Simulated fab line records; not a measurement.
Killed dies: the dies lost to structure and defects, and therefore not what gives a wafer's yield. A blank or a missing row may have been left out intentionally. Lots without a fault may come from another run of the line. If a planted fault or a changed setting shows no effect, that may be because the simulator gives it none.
Lot-split experiment | flow n5_finfet | 21 wafers read across 7 lots, on a route 1938 steps long

SPLIT DETAILS
At N5_BEOL_M11_PECVD_70 (deposits SiO2 from TEOS/O2, target thk 20 nm, time 22.7 s), the setting temp_c was moved away from the recipe's 400 C on 8 of the 21 wafers read, by -3.7% to +3.5%. This setting was run at the recipe's value on the other wafers.

FROM THE SPLIT TO THE READING: what the file shows between them, 3 steps
- N5_BEOL_M11_HM_DEP_02: deposits TiN, target thk 20 nm
- N5_BEOL_M11_COAT_59: time 60 s, resist thk 100 nm
- N5_BEOL_M11_STRIP_77: strips in N2/H2, time 10 s

THE READING
SiO2_of_BEOL_M11_PECVD_70.thk_nm (the simulator's own value, which no gauge read), in nm, at N5_BEOL_M11_HM_STRIP_39 (strips TiN in peroxide tin strip, target depth 25 nm, time 158 s). No usual value for it is given in the file. Here, 13 wafers ran the recipe; their average is 19.9 nm with a standard deviation of 0.26 nm.

wafer  | tool, chamber at the split | temp_c as run, C | against the recipe | SiO2_of_BEOL_M11_PECVD_70.thk_nm, nm | against lot-mates on the recipe
L079.3 | pecvd-01, 2,0              | 400              | recipe             | 19.8                                 | -
L079.5 | pecvd-01, 2,0              | 400              | recipe             | 20                                   | -
L079.6 | pecvd-01, 2                | 400              | recipe             | 20.2                                 | -
L080.1 | pecvd-01, 0                | 400              | recipe             | 19.6                                 | -
L080.5 | pecvd-01, 1                | 414.1            | +3.5%              | 18.2                                 | -1.4
L080.6 | pecvd-01, 2                | 414.1            | +3.5%              | 18                                   | -1.6
L087.1 | pecvd-04, 2                | 408.3            | +2.1%              | 18.6                                 | -1.0
L087.4 | pecvd-04, 2                | 400              | recipe             | 19.6                                 | -
L087.5 | pecvd-04, 1                | 408.3            | +2.1%              | 18.8                                 | -0.8
L086.1 | pecvd-02, 2                | 392.7            | -1.8%              | 21                                   | +0.8
L086.2 | pecvd-02, 0                | 392.7            | -1.8%              | 20.6                                 | +0.4
L086.3 | pecvd-02, 1                | 400              | recipe             | 20.2                                 | -
L088.1 | pecvd-04, 0,2              | 400              | recipe             | 19.8                                 | -
L088.6 | pecvd-04, 0,2              | 400              | recipe             | 19.8                                 | -
L088.3 | pecvd-04, 2                | 400              | recipe             | 19.4                                 | -
L089.2 | pecvd-01, 1,2              | 400              | recipe             | 20.2                                 | -
L089.4 | pecvd-01, 1,2              | 400              | recipe             | 20.2                                 | -
L089.6 | pecvd-01, 1                | 388.1            | -3.0%              | 21.8                                 | +1.6
L093.4 | pecvd-01, 2,0              | 400              | recipe             | 20                                   | -
L093.6 | pecvd-01, 2,0              | 400              | recipe             | 20                                   | -
L093.5 | pecvd-01, 1                | 385.4            | -3.7%              | 22.2                                 | +2.2
If several chambers appear in one row, that row covers several wafers at once and the file leaves open which wafer was in which chamber.

THE FIT
A straight line over all 21 wafers: SiO2_of_BEOL_M11_PECVD_70.thk_nm changes by -0.562 nm for each +1% of temp_c; r = -0.97; the points scatter about the line by 0.25 nm.
The same after taking each lot's own level away (the mean of its wafers on the recipe; 21 wafers): -0.471 nm for each +1%; r = -0.97; scatter 0.2 nm.
That fit puts the effect of the largest move of temp_c on the reading at 1.7 nm.
The span of the lots' own levels, 19.60 to 20.20 nm, comes to 2.3 times the standard deviation stated above.
Thus the slope moves with the lot-to-lot level: the two fits are different.
Check: +1.58 nm against its lot-mates is what the line predicts for one of the wafers moved furthest among these (-3.7%) when that wafer is left out of the fit. It came out at +2.2 nm against them.

ADDITIONAL SPLITS CARRIED BY THESE WAFERS
Other splits were also applied to these wafers ahead of the reading. Each is held against what the fit with the lots' levels taken away leaves over:
other split on the same wafers | wafers away from the commonest value | r with SiO2_of_BEOL_M11_PECVD_70.thk_nm (lot level and that fit taken away)
N5_BEOL_M10_DESCUM_16 time_s   | 8                                    | +0.03

THE WHOLE CHAIN: every reading that the file lists as answering this split, in the file's order
step                    | what it does                                                     | reading                                                                           | change (the file's fit)               | r (the file's)
N5_BEOL_M11_PECVD_70    | deposits SiO2 from TEOS/O2, target thk 20 nm, time 22.7 s        | SiO2_of_BEOL_M11_PECVD_70.thk_nm (the simulator's own value, which no gauge read) | -0.488 nm for each +1% of the setting | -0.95
N5_BEOL_M11_HM_STRIP_39 | strips TiN in peroxide tin strip, target depth 25 nm, time 158 s | SiO2_of_BEOL_M11_PECVD_70.thk_nm (the simulator's own value, which no gauge read) | -0.498 nm for each +1% of the setting | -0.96

THE FILE'S OWN FIT
SiO2_of_BEOL_M11_PECVD_70.thk_nm changes by -0.498 nm for each +1% of temp_c, r = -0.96.
